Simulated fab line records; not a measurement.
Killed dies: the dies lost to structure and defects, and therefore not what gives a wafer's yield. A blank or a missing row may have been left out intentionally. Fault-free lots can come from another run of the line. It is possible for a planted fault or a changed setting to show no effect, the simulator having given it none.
Which of the tools did it?	flow n5Finfet	36 wafers from 12 lots sampled at 4 of the route's 1938 steps

== WHAT THE GAUGES READ, wafer by wafer ==
The record holds no reading of a measuring or inspecting step that can be judged against a usual standard deviation.

== EACH LOT AND THE TOOL THAT RAN IT (in order: tool; ch and the chambers of the sampled wafers; start) ==
lot	N5_BEOL_M0_SPUTTER_141	N5_PASSIVATION_ETCH_15	N5_PASSIVATION_PRE_CLEAN_19	N5_PASSIVATION_PROBE_49
L333	pvdSputter-03, day 5 21:56	rieDiel-05 ch 1,3, day 10 21:58 or earlier	pvdSputter-01, day 10 21:58	prober-02, day 11 04:40
L334	pvdSputter-01, day 6 09:53	rieDiel-02 ch 0,2,3, day 12 15:43 or earlier	pvdSputter-02, day 12 15:43	prober-01, day 12 22:07
L336	pvdSputter-03, day 6 17:15	rieDiel-02 ch 1,2,3, day 11 22:22 or earlier	pvdSputter-02, day 11 22:22	prober-01, day 12 04:06
L335	pvdSputter-01, day 6 18:47	rieDiel-02 ch 0,2,3, day 13 05:26 or earlier	pvdSputter-03, day 13 05:26	prober-02, day 13 11:41
L337	pvdSputter-03, day 6 22:08	rieDiel-06 ch 0,2,3, day 12 13:45 or earlier	pvdSputter-03, day 12 13:45	prober-01, day 12 19:34
L341	pvdSputter-02, day 8 22:08	rieDiel-05 ch 1,2,3, day 14 15:49 or earlier	pvdSputter-03, day 14 15:49	prober-01, day 14 21:40
L344	pvdSputter-02, day 9 03:34	rieDiel-06 ch 1,2,3, day 14 23:37 or earlier	pvdSputter-02, day 14 23:37	prober-01, day 15 05:35
L350	pvdSputter-01, day 10 18:10	rieDiel-06 ch 2,3, day 16 18:05 or earlier	pvdSputter-01, day 16 18:05	prober-02, day 16 23:41
L352	pvdSputter-01, day 11 00:53	rieDiel-02 ch 0,2,3, day 17 03:51 or earlier	pvdSputter-01, day 17 03:51	prober-01, day 17 09:34
L354	pvdSputter-01, day 11 10:08	rieDiel-06 ch 0,3, day 17 20:06 or earlier	pvdSputter-02, day 17 20:06	prober-01, day 18 01:53
L355	pvdSputter-01, day 11 16:59	rieDiel-02 ch 1,2,3, day 17 20:19 or earlier	pvdSputter-03, day 17 20:19	prober-02, day 18 02:47
L356	pvdSputter-01, day 11 20:06	rieDiel-06 ch 1,2,3, day 17 21:33 or earlier	pvdSputter-03, day 17 21:33	prober-01, day 18 03:52
- N5_BEOL_M0_SPUTTER_141: material Cu, target thk 4 nm, time 7.37 s.
- N5_PASSIVATION_ETCH_15: etches SiCN in CF4/N2, target depth 75 nm, time 81.2 s.
- N5_PASSIVATION_PRE_CLEAN_19
- N5_PASSIVATION_PROBE_49

== WHAT THE TOOLS THEMSELVES READ (means of the sampled wafers that have a number; where no wafer has one, the mark that the record gives instead) ==
N5_BEOL_M0_SPUTTER_141. Usual: throttleValvePct reads 29.7 % (standard deviation 0.98).
lot	tool	throttleValvePct (%)	flag
L333	pvdSputter-03	29.7	
L334	pvdSputter-01	29.2	
L336	pvdSputter-03	30.0	
L335	pvdSputter-01	30.5	
L337	pvdSputter-03	29.0	
L341	pvdSputter-02	29.6	
L344	pvdSputter-02	30.3	
L350	pvdSputter-01	29.1	
L352	pvdSputter-01	29.9	
L354	pvdSputter-01	29.8	
L355	pvdSputter-01	29.9	
L356	pvdSputter-01	30.0	

N5_PASSIVATION_ETCH_15. Usual: drypumpMotorCurrentA 5.8 A, standard deviation 0.54; oesProductAu 0.78 a.u., standard deviation 0.069; rfVppV 382.1 V, standard deviation 2.1; showerheadPlenumPTorr 2.20 Torr, standard deviation 0.077; throttleValvePct 15.48 %, standard deviation 0.23.
lot	tool	drypumpMotorCurrentA (A)	oesProductAu (a.u.)	rfVppV (V)	showerheadPlenumPTorr (Torr)	throttleValvePct (%)	flag
L333	rieDiel-05	5.8	0.86	384.5	2.33	15.41	
L334	rieDiel-02	5.6	0.84	382.9	2.24	15.38	
L336	rieDiel-02	5.7	0.81	382.1	2.22	15.34	
L335	rieDiel-02	5.6	0.84	382.7	2.24	15.39	
L337	rieDiel-06	6.3	0.79	381.0	2.19	15.42	
L341	rieDiel-05	5.6	0.77	382.9	2.26	15.63	
L344	rieDiel-06	6.2	0.73	381.5	2.14	15.55	
L350	rieDiel-06	6.6	0.76	381.1	2.15	15.56	
L352	rieDiel-02	5.6	0.80	382.9	2.22	15.44	
L354	rieDiel-06	6.0	0.79	382.4	2.19	15.33	
L355	rieDiel-02	5.7	0.75	382.0	2.20	15.42	
L356	rieDiel-06	6.2	0.72	380.4	2.13	15.60	

N5_PASSIVATION_PRE_CLEAN_19. Usual: heaterPowerW reads 453 W (standard deviation 37).
lot	tool	heaterPowerW (W)	flag
L333	pvdSputter-01	469	
L334	pvdSputter-02	470	
L336	pvdSputter-02	466	
L335	pvdSputter-03	475	
L337	pvdSputter-03	449	
L341	pvdSputter-03	471	
L344	pvdSputter-02	464	
L350	pvdSputter-01	437	
L352	pvdSputter-01	410	
L354	pvdSputter-02	463	
L355	pvdSputter-03	456	
L356	pvdSputter-03	438	

N5_PASSIVATION_PROBE_49. Usual: defectLimitedYield 91.2 %, standard deviation 1.5; killed_at_M0_to_M3 35, standard deviation 11; killed_at_M4_up 13, standard deviation 5.6; killedAtContacts 13, standard deviation 6.3; killedAtFrontEnd 38, standard deviation 12; killedAtOther 3.7, standard deviation 2.9; killedDies 104, standard deviation 18; killedOnRim 14, standard deviation 3.8; killedOpen 69, standard deviation 13; killedShort 34, standard deviation 8.3; sort_bin_5_function 5.2 %, standard deviation 0.95; sort_bin_6_memory 3.3 %, standard deviation 0.68; sortNPass 1076, standard deviation 18; sortYieldPct 91.2 %, standard deviation 1.5.
lot	tool	defectLimitedYield (%)	killed_at_M0_to_M3	killed_at_M4_up	killedAtContacts	killedAtFrontEnd	killedAtOther	killedDies	killedOnRim	killedOpen	killedShort	sort_bin_5_function (%)	sort_bin_6_memory (%)	sortNPass	sortYieldPct (%)	flag
L333	prober-02	92.4	31	9	11	31	7.7	90	11	56	32	4.3	3.1	1090	92.4	
L334	prober-01	91.3	42	16	15	26	3.3	102	17	72	28	5.2	3.1	1078	91.3	
L336	prober-01	92.8	42	11	9	22	1.3	85	10	56	27	4.2	2.7	1095	92.8	
L335	prober-02	90.6	41	13	12	41	4.0	111	19	75	32	5.8	3.2	1069	90.6	
L337	prober-01	91.2	30	23	12	34	5.7	104	14	73	31	5.4	3.0	1076	91.2	
L341	prober-01	79.8	168	12	13	39	5.0	238	22	65	30	12.0	4.2	942	79.8	OFF
L344	prober-01	81.8	138	14	9	51	2.0	214	27	65	30	10.9	3.6	966	81.8	OFF
L350	prober-02	92.4	29	12	19	28	1.3	89	12	58	30	4.3	2.9	1091	92.4	
L352	prober-01	90.1	56	13	8	35	4.3	117	16	80	37	5.7	3.9	1063	90.1	
L354	prober-01	90.7	36	12	15	43	3.3	110	16	75	32	5.6	3.3	1070	90.7	
L355	prober-02	91.3	32	15	7	47	2.3	103	11	65	37	4.4	3.8	1077	91.3	
L356	prober-01	91.9	22	16	16	35	5.7	95	13	64	30	4.6	3.2	1085	91.9	

== THE ANSWER, worked out from the rows above alone ==
Rule: a lot is off if the mean of its wafers that have a number lies more than 3 standard deviations from the usual mean. Also off: a lot with no number at a reading for which 4 or more lots have one. All remaining lots with rows at the step are treated as sound. First the gauges in route order, then the tools' own readings, where a lot's mean is used as printed above. At the first step where some lot is off, the reading lying furthest off is the one used; lots without a number count as furthest.
Off, at N5_PASSIVATION_PROBE_49 on killed_at_M0_to_M3: L341, L344.
A tool fits if, at that step or a process step before it, it ran every lot that is off, and no sound lot after the first of them. With no start given for some of its lots, N5_PASSIVATION_ETCH_15 uses the hours and lot order of N5_PASSIVATION_PRE_CLEAN_19. One fits: pvdSputter-02 at N5_BEOL_M0_SPUTTER_141. It ran no sound lot before its first lot that is off in this sample, so the start can't be narrowed down.

== WHAT THE SIMULATOR HAD PUT IN ==
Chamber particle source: pvdSputter-02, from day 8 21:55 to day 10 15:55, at N5_BEOL_M0_SPUTTER_141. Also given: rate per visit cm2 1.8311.
Struck lots among those shown: L341, L344. This agrees with what the rule above found.
